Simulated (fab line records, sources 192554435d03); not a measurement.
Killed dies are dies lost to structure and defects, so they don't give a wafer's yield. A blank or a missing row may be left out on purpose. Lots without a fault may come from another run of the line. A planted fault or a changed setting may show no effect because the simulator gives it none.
Split-lot experiment | flow n5_finfet | 7 lots, 39 wafers read, on a route of 1938 steps

THE SPLIT
At N5_PMOS_HMC_CHANNEL_EPI_DEVELOP_08 (develop time 30 s), the setting develop_time_s was moved away from the recipe's 30 s on 12 of the 39 wafers read, by -58.7% to -17.6%. The other wafers ran this setting at the recipe's value.

The file shows no step between the split and the reading.

THE READING
cd_nm, in nm, at N5_PMOS_HMC_CHANNEL_EPI_CD_MEAS_09 (target cd 237.4 nm). Fault-free wafers of this fab line usually give 237.4 nm, standard deviation 0.98 nm.

wafer  | tool, chamber at the split | develop_time_s as run, s | against the recipe | cd_nm, nm | against lot-mates on the recipe
L074.1 | litho_track-04, 0          | 13.93                    | -53.6%             | 231.5     | -6.7
L074.2 | litho_track-04, 0          | 13.93                    | -53.6%             | 231.8     | -6.4
L074.3 | litho_track-04, 0          | 30                       | recipe             | 238.0     | -
L074.4 | litho_track-04, 0          | 30                       | recipe             | 237.8     | -
L074.5 | litho_track-04, 0          | 30                       | recipe             | 238.8     | -
L074.6 | litho_track-04, 0          | 13.93                    | -53.6%             | 233.4     | -4.8
L076.1 | litho_track-02, 0          | 30                       | recipe             | 238.1     | -
L076.2 | litho_track-02, 0          | 30                       | recipe             | 237.8     | -
L076.3 | litho_track-02, 0          | 12.38                    | -58.7%             | 232.2     | -5.5
L076.4 | litho_track-02, 0          | 12.38                    | -58.7%             | 231.5     | -6.2
L076.5 | litho_track-02, 0          | 12.38                    | -58.7%             | 231.2     | -6.5
L076.6 | litho_track-02, 0          | 30                       | recipe             | 237.1     | -
L081.1 | litho_track-01, 0          | 30                       | recipe             | 237.2     | -
L081.2 | litho_track-01, 0          | 30                       | recipe             | 237.6     | -
L081.3 | litho_track-01, 0          | 30                       | recipe             | 236.0     | -
L081.4 | litho_track-01, 0          | 30                       | recipe             | 236.8     | -
L081.5 | litho_track-01, 0          | 30                       | recipe             | 236.9     | -
L081.6 | litho_track-01, 0          | 30                       | recipe             | 237.8     | -
L086.1 | litho_track-02, 0          | 30                       | recipe             | 237.7     | -
L086.2 | litho_track-02, 0          | 30                       | recipe             | 237.2     | -
L086.3 | litho_track-02, 0          | 30                       | recipe             | 238.0     | -
L086.4 | litho_track-02, 0          | 30                       | recipe             | 237.7     | -
L086.5 | litho_track-02, 0          | 30                       | recipe             | 239.2     | -
L086.6 | litho_track-02, 0          | 30                       | recipe             | 239.3     | -
L087.1 | litho_track-01, 0          | 30                       | recipe             | 237.6     | -
L087.2 | litho_track-01, 0          | 24.72                    | -17.6%             | 235.1     | -2.7
L087.3 | litho_track-01, 0          | 30                       | recipe             | 239.0     | -
L087.4 | litho_track-01, 0          | 24.72                    | -17.6%             | 234.2     | -3.6
L087.5 | litho_track-01, 0          | 30                       | recipe             | 236.9     | -
L087.6 | litho_track-01, 0          | 24.72                    | -17.6%             | 235.2     | -2.6
L089.1 | litho_track-02, 0          | 30                       | recipe             | 236.5     | -
L089.4 | litho_track-02, 0          | 30                       | recipe             | 236.2     | -
L089.6 | litho_track-02, 0          | 30                       | recipe             | 236.2     | -
L092.1 | litho_track-02, 0          | 18.7                     | -37.7%             | 233.1     | -3.9
L092.2 | litho_track-02, 0          | 18.7                     | -37.7%             | 234.0     | -3.0
L092.3 | litho_track-02, 0          | 30                       | recipe             | 237.2     | -
L092.4 | litho_track-02, 0          | 30                       | recipe             | 237.1     | -
L092.5 | litho_track-02, 0          | 18.7                     | -37.7%             | 234.9     | -2.1
L092.6 | litho_track-02, 0          | 30                       | recipe             | 236.7     | -

THE FIT
A straight line over all 39 wafers: cd_nm changes by +0.0989 nm for each +1% of develop_time_s; r = +0.93; the points scatter about the line by 0.87 nm.
The same after taking each lot's own level away (the mean of its wafers on the recipe; 39 wafers): +0.103 nm for each +1%; r = +0.95; scatter 0.76 nm.
On that fit, the largest move of develop_time_s shifts the reading by 6.1 nm.
The lots' own levels span 236.30 to 238.20 nm, that is 1.9 times the standard deviation above.
So the lot-to-lot level changes the slope little: the two slopes agree.
Check: with one of the wafers moved furthest among these (-58.7%) left out of the fit, the line predicts -6.23 nm for it against its lot-mates. It came out at -5.47 nm against them.

THE WHOLE CHAIN: every reading that the file lists as answering this split, in the file's order
step                               | what it does             | reading                                                                     | change (the file's fit)               | r (the file's)
N5_PMOS_HMC_CHANNEL_EPI_CD_MEAS_09 | target cd 237.4 nm       | cd_nm                                                                       | +0.104 nm for each +1% of the setting | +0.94
N5_PMOS_HMC_CHANNEL_EPI_DESCUM_14  | chemistry O2, time 7.9 s | PMOS_HMC_CHANNEL_EPI.cd_nm (the simulator's own value, which no gauge read) | +0.104 nm for each +1% of the setting | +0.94

THE FILE'S OWN FIT
cd_nm changes by +0.104 nm for each +1% of develop_time_s, r = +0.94.
